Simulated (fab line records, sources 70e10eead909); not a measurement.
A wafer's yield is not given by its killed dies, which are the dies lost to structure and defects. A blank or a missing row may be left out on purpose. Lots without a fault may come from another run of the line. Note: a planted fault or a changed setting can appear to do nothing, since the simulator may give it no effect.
Comparing a struck lot with a sound one | flow nandHarc | 22 steps out of a route of 1302
Sound: wafers L753.2, L753.4, L753.5. Wafers L752.2, L752.3, L752.6 were the ones struck. Last of all comes the cause.
Each step with rows lists, per side, the tool, then ch with its chambers, then its first start. Under that, the readings that differ: sound wafers | struck wafers | difference of the means | sigmas: that difference in standard deviations of wafers without a fault.
alike: same words and numbers on both sides, and readings whose means sit less than 2 such deviations apart. not compared: any withheld reading, any reading some wafer has no value for, any bound like >300 that may hide the same value, and any number with overlapping values for which the record gives no deviation.
The two part at a step that has a row with sigmas, a row that says differs or no value, or rows on one side only. When numbers do not overlap yet have no deviation, they are printed without sigmas and do not part them. A reading missing from all wafers of one side parts the sides only when that side holds two or more wafers.

first, 2 steps without rows for these wafers: NHARC_A_SGD_CUT_ETCH_26 (etches SiO2 in dHF, target depth 45.8 nm); NHARC_A_SGD_CUT_ETCHBACK_24 (etches the open film in CH3F/O2, target depth 50 nm, time 92.857 s).
NHARC_A_SGD_CUT_STRIP_28: strips in O2, time 20 s.
  sound: rieDiel-01 ch 0,2; struck: rieDiel-01 ch 1,2
  alike: drypumpMotorCurrentA, o2FlowSccm, oesProductAu, rfVppV, showerheadPlenumPTorr, throttleValvePct
  not compared: rfHoursCounterH
NHARC_A_SGD_CUT_INSPECT_25:
  sound on defectInspect-01, day 25 14:07; struck on defectInspect-01, day 25 14:04
  alike: rawDefectCount
NHARC_A_SLIT_DEP_25: deposits SiO2, target thk 200 nm.
  sound on pecvd-03 ch 0,1, day 25 14:24; struck on pecvd-04 ch 0,1,2, day 25 14:11
  alike: chamberPressureTorr, heaterPowerW, throttleValvePct
then, 1 step without rows for these wafers: NHARC_A_SLIT_DEP_00 (deposits aC, target thk 6200 nm).
NHARC_A_SLIT_DEP_23: deposits SiON, target thk 100 nm.
  sound on pecvd-03 ch 1,2, day 25 21:57; struck on pecvd-04 ch 0,2, day 25 19:44
  alike: chamberPressureTorr, heaterPowerW
then, 5 steps without rows for these wafers: NHARC_A_SLIT_DEHYDRATE_01 (time 120 s); NHARC_A_SLIT_HMDS_02 (time 30 s); NHARC_A_SLIT_COAT_03 (resist thk 90 nm); NHARC_A_SLIT_SOFTBAKE_04 (time 55 s); NHARC_A_SLIT_EBR_05.
NHARC_A_SLIT_EXPOSE_06: exposes mask SLIT.
  sound on arfiScanner-02 ch 0, day 25 22:28; struck on arfiScanner-03 ch 0, day 25 20:08
reading           | sound             | struck            | difference | sigmas
exposureDoseMJCm2 | 60.75 60.77 60.84 | 56.77 56.68 56.73 | -4.06      | -69
  alike: mask
then, 2 steps without rows for these wafers: NHARC_A_SLIT_PEB_07 (peb time 65 s); NHARC_A_SLIT_DEVELOP_08 (develop time 35 s).
NHARC_A_SLIT_CD_MEAS_09 targets a cd of 300 nm.
  sound on cdSem-01 ch 0, day 25 22:37; struck on cdSem-03 ch 0, day 25 20:17
reading   | sound             | struck            | difference | sigmas
cdNm (nm) | 299.7 299.7 299.5 | 297.2 296.7 296.4 | -2.9       | -7
NHARC_A_SLIT_OVL_MEAS_10:
  sound on overlay-02, day 25 22:41; struck on overlay-01, day 25 20:22
  alike: overlayXNm, overlayYNm
NHARC_A_SLIT_INSPECT_11:
  sound on defectInspect-01, day 25 22:44; struck on defectInspect-02, day 25 20:24
reading        | sound    | struck   | difference | sigmas
rawDefectCount | 32 15 23 | 87 87 91 | +65        | +2
NHARC_A_SLIT_DESCUM_14: chemistry O2, time 3 s.
  sound on rieDiel-02 ch 0,1,2, day 25 22:48; struck on rieDiel-04 ch 1,2, day 25 20:28
  alike: drypumpMotorCurrentA, o2FlowSccm, oesProductAu, rfVppV, showerheadPlenumPTorr, throttleValvePct
  not compared: rfHoursCounterH
NHARC_A_SLIT_ETCH_24: etches the open film in CF4/CHF3, target depth 121 nm, time 60.5 s.
  sound on rieDiel-02 ch 1,2, day 25 22:53; struck on rieDiel-04 ch 0,2,3, day 25 20:34
reading                      | sound                 | struck               | difference | sigmas
model.A_SLIT.cdOffsetNm (nm) | -0.238 -0.8874 -0.865 | -3.629 -4.647 -4.634 | -3.640     | 
  alike: biasW, drypumpMotorCurrentA, oesProductAu, rfVppV, showerheadPlenumPTorr, throttleValvePct
  not compared: rfHoursCounterH
NHARC_A_SLIT_ETCH_15: etches the open film in O2/COS, target depth 6200 nm, time 1612 s.
  sound: rieDiel-02 ch 0,1,2; struck: rieDiel-04 ch 0,2,3
reading                      | sound                 | struck               | difference | sigmas
o2FlowSccm (sccm)            | 401.7 401.3 400.1     | 397.7 400.3 397.1    | -2.7       | -2
oesProductAu (a.u.)          | 0.995 1.014 1.012     | 0.976 0.982 0.971    | -0.031     | -3
model.A_SLIT.cdOffsetNm (nm) | -0.189 -0.9793 -1.466 | -4.207 -4.946 -5.172 | -3.897     | 
  alike: biasW, drypumpMotorCurrentA, rfVppV, showerheadPlenumPTorr, throttleValvePct
  not compared: rfHoursCounterH
NHARC_A_SLIT_ETCH_17: etches the open film in C4F8/O2/Ar, time 4254.5 s, target depth 20300 nm.
  sound on harEtch-02 ch 0,1, day 26 00:04; struck on harEtch-01 ch 0,1, day 25 22:19
  alike: drypumpMotorCurrentA, o2FlowSccm, showerheadPlenumPTorr, throttleValvePct
  not compared: rfHoursCounterH

WHERE THEY PART
First at NHARC_A_SLIT_EXPOSE_06; last, within this record, at NHARC_A_SLIT_ETCH_15. Later steps at which nothing parts them and some readings are alike: NHARC_A_SLIT_ETCH_17.

WHY: what had been put in by the simulator
Process parameters drifting: arfiScanner-03 at NHARC_A_SLIT_EXPOSE_06, beginning at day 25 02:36. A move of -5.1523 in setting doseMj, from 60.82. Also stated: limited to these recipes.
